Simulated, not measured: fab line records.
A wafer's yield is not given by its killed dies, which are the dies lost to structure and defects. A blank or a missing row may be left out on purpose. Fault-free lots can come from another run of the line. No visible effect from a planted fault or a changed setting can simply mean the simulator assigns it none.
Lot-split experiment + flow n5Finfet + on a route of 1938 steps: 7 lots, 39 wafers read

== SPLIT DETAILS ==
At N5_BEOL_M12_SPUTTER_44 (material Ta, target thk 10 nm, time 16.13 s), the setting timeS was moved away from the recipe's 16.13 s on 15 of the 39 wafers read, by -38.2% to +31.5%. This setting was run at the recipe's value on the other wafers.

== FROM THE SPLIT TO THE READING: what the file shows between them, 3 steps ==
- N5_BEOL_M12_SPUTTER_45: material Cu, target thk 80 nm, time 13.33 s
- N5_BEOL_M12_ECD_47: material Cu, target thk 720 nm
- N5_BEOL_M12_ANNEAL_48: time 90 s

== THE READING ==
barrierFieldEndpointS, in s, at N5_BEOL_M12_CMP_49 (polishes, stops on SiOC, t overpolish 20.6 s, target thk 320 nm). On this fab line, fault-free wafers typically give 30.1 s with a standard deviation of 0.81 s.

| wafer  | tool, chamber at the split | timeS as run, s | against the recipe | barrierFieldEndpointS, s | against lot-mates on the recipe |
|--------|----------------------------|-----------------|--------------------|--------------------------|---------------------------------|
| L074.4 | pvdSputter-03, -           | 10.8            | -33.0%             | 26.1                     | -3.2                            |
| L074.3 | pvdSputter-03, -           | 10.8            | -33.0%             | 25.5                     | -3.8                            |
| L074.2 | pvdSputter-03, -           | 10.8            | -33.0%             | 25.3                     | -4.0                            |
| L074.1 | pvdSputter-03, -           | 16.13           | recipe             | 28.7                     | -                               |
| L074.5 | pvdSputter-03, -           | 16.13           | recipe             | 29.7                     | -                               |
| L074.6 | pvdSputter-03, -           | 16.13           | recipe             | 29.6                     | -                               |
| L077.2 | pvdSputter-02, -           | 16.13           | recipe             | 30.4                     | -                               |
| L077.4 | pvdSputter-02, -           | 16.13           | recipe             | 30.2                     | -                               |
| L077.5 | pvdSputter-02, -           | 16.13           | recipe             | 30.1                     | -                               |
| L079.1 | pvdSputter-02, -           | 21.21           | +31.5%             | 33.9                     | +4.8                            |
| L079.4 | pvdSputter-02, -           | 21.21           | +31.5%             | 33.6                     | +4.5                            |
| L079.2 | pvdSputter-02, -           | 16.13           | recipe             | 29.5                     | -                               |
| L079.3 | pvdSputter-02, -           | 16.13           | recipe             | 28.4                     | -                               |
| L079.6 | pvdSputter-02, -           | 21.21           | +31.5%             | 33.3                     | +4.2                            |
| L079.5 | pvdSputter-02, -           | 16.13           | recipe             | 29.3                     | -                               |
| L088.3 | pvdSputter-02, -           | 16.13           | recipe             | 31.3                     | -                               |
| L088.2 | pvdSputter-02, -           | 21.01           | +30.3%             | 34.7                     | +3.2                            |
| L088.4 | pvdSputter-02, -           | 16.13           | recipe             | 32.0                     | -                               |
| L088.1 | pvdSputter-02, -           | 16.13           | recipe             | 31.3                     | -                               |
| L088.6 | pvdSputter-02, -           | 21.01           | +30.3%             | 34.3                     | +2.8                            |
| L088.5 | pvdSputter-02, -           | 21.01           | +30.3%             | 35.3                     | +3.8                            |
| L091.4 | pvdSputter-03, -           | 16.13           | recipe             | 29.9                     | -                               |
| L091.1 | pvdSputter-03, -           | 16.13           | recipe             | 31.5                     | -                               |
| L091.2 | pvdSputter-03, -           | 16.13           | recipe             | 30.4                     | -                               |
| L091.3 | pvdSputter-03, -           | 16.13           | recipe             | 31.0                     | -                               |
| L091.6 | pvdSputter-03, -           | 16.13           | recipe             | 29.2                     | -                               |
| L091.5 | pvdSputter-03, -           | 16.13           | recipe             | 31.7                     | -                               |
| L090.2 | pvdSputter-01, -           | 13              | -19.4%             | 26.7                     | -3.1                            |
| L090.3 | pvdSputter-01, -           | 16.13           | recipe             | 30.2                     | -                               |
| L090.1 | pvdSputter-01, -           | 13              | -19.4%             | 27.2                     | -2.6                            |
| L090.4 | pvdSputter-01, -           | 16.13           | recipe             | 29.8                     | -                               |
| L090.6 | pvdSputter-01, -           | 16.13           | recipe             | 29.3                     | -                               |
| L090.5 | pvdSputter-01, -           | 13              | -19.4%             | 28.0                     | -1.8                            |
| L092.2 | pvdSputter-02, -           | 9.967           | -38.2%             | 26.8                     | -3.7                            |
| L092.4 | pvdSputter-02, -           | 16.13           | recipe             | 30.7                     | -                               |
| L092.1 | pvdSputter-02, -           | 16.13           | recipe             | 30.5                     | -                               |
| L092.3 | pvdSputter-02, -           | 9.967           | -38.2%             | 25.8                     | -4.7                            |
| L092.6 | pvdSputter-02, -           | 9.967           | -38.2%             | 26.3                     | -4.2                            |
| L092.5 | pvdSputter-02, -           | 16.13           | recipe             | 30.3                     | -                               |

FIT RESULTS
A straight line over all 39 wafers: barrierFieldEndpointS changes by +0.124 s for each +1% of timeS; r = +0.94; the points scatter about the line by 0.88 s.
The same after taking each lot's own level away (the mean of its wafers on the recipe; 39 wafers): +0.119 s for each +1%; r = +0.97; scatter 0.57 s.
That fit puts the effect of the largest move of timeS on the reading at 4.5 s.
Measured against the standard deviation above, the lots' own levels, which go from 29.07 to 31.53 s, span 3.0 times it.
Consequently the slope shifts little with the lot-to-lot level, the two slopes agreeing.
Check: -4.56 s against its lot-mates is what the line predicts for one of the wafers moved furthest among these (-38.2%) when that wafer is left out of the fit. Against them it came out at -3.7 s.

== THE OTHER SPLITS THESE WAFERS WENT THROUGH ==
Before the reading, these wafers also passed through other splits. Each is held against what the fit with the lots' levels taken away leaves over:
| other split on the same wafers   | wafers away from the commonest value | r with barrierFieldEndpointS (lot level and that fit taken away) |
|----------------------------------|--------------------------------------|------------------------------------------------------------------|
| N5_BEOL_M6_ILD_DEP_00 targetThkA | 12                                   | -0.08                                                            |
| N5_BEOL_M9_ILD_DEP_00 timeS      | 12                                   | -0.07                                                            |

== THE WHOLE CHAIN: every reading that the file lists as answering this split, in the file's order ==
| step                   | what it does                                                    | reading                                                                          | change (the file's fit)                | r (the file's) |
|------------------------|-----------------------------------------------------------------|----------------------------------------------------------------------------------|----------------------------------------|----------------|
| N5_BEOL_M12_SPUTTER_44 | material Ta, target thk 10 nm, time 16.13 s                     | Ta_of_BEOL_M12_SPUTTER_44.thkNm (the simulator's own value, which no gauge read) | +0.0983 nm for each +1% of the setting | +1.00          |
| N5_BEOL_M12_CMP_49     | polishes, stops on SiOC, t overpolish 20.6 s, target thk 320 nm | barrierFieldEndpointS                                                            | +0.118 s for each +1% of the setting   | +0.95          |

== THE FILE'S OWN FIT ==
barrierFieldEndpointS changes by +0.118 s for each +1% of timeS, r = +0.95.
